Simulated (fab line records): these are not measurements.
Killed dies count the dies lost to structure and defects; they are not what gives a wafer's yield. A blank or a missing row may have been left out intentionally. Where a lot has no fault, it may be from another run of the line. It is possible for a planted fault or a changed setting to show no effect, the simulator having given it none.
Matching of chambers + flow n5_finfet + N5_BEOL_M0_SAQP_SPACER2_ETCHBACK_27 on rie_diel-03 has 4 sister chambers
The step etches SiO2 in CHF3/O2, target depth 22.5 nm, time 11.25 s. 4 wafers are shown with their chamber, then 12 later ones without.

EACH WAFER AND ITS CHAMBER
| wafer  | chamber | throttle_valve_pct (%) |
|--------|---------|------------------------|
| L084.2 | 0       | 18.77                  |
| L090.1 | 2       | 19.44                  |
| L090.4 | 3       | 19.14                  |
| L090.5 | 1       | 18.69                  |

WAFERS MISSING THEIR CHAMBER
| wafer  | throttle_valve_pct (%) |
|--------|------------------------|
| L091.3 | 18.81                  |
| L091.4 | 18.70                  |
| L091.5 | 18.81                  |
| L092.1 | 19.15                  |
| L092.3 | 18.80                  |
| L092.5 | 18.81                  |
| L094.1 | 19.47                  |
| L094.2 | 18.81                  |
| L094.4 | 18.70                  |
| L097.2 | 18.72                  |
| L097.4 | 18.72                  |
| L097.6 | 18.82                  |

WHICH CHAMBER EACH WENT THROUGH
| wafer  | from the rows above     | in truth |
|--------|-------------------------|----------|
| L091.3 | 0                       | 0        |
| L091.4 | can't be placed: 1 or 0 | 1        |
| L091.5 | 0                       | 0        |
| L092.1 | 3                       | 3        |
| L092.3 | 0                       | 0        |
| L092.5 | 0                       | 0        |
| L094.1 | 2                       | 2        |
| L094.2 | 0                       | 0        |
| L094.4 | can't be placed: 1 or 0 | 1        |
| L097.2 | can't be placed: 1 or 0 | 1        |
| L097.4 | can't be placed: 1 or 0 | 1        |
| L097.6 | 0                       | 0        |
8 of 12 placed correctly. These rows do not allow placing 4 (true chamber among the candidates in 4). Number placed wrongly: 0.
How it was worked out, from the rows above alone: a wafer's distance from a chamber is the root of the sum, over the readings, of the square of ((its reading less the chamber's mean) divided by the reading's scatter). If the next closest chamber is less than 2 further off than the closest, the wafer can't be placed; otherwise it belongs to the closest. Each chamber's mean is taken over the wafers shown for it. The scatter: root of mean squared gap, hidden wafer to nearest shown wafer, with one shown wafer a chamber.
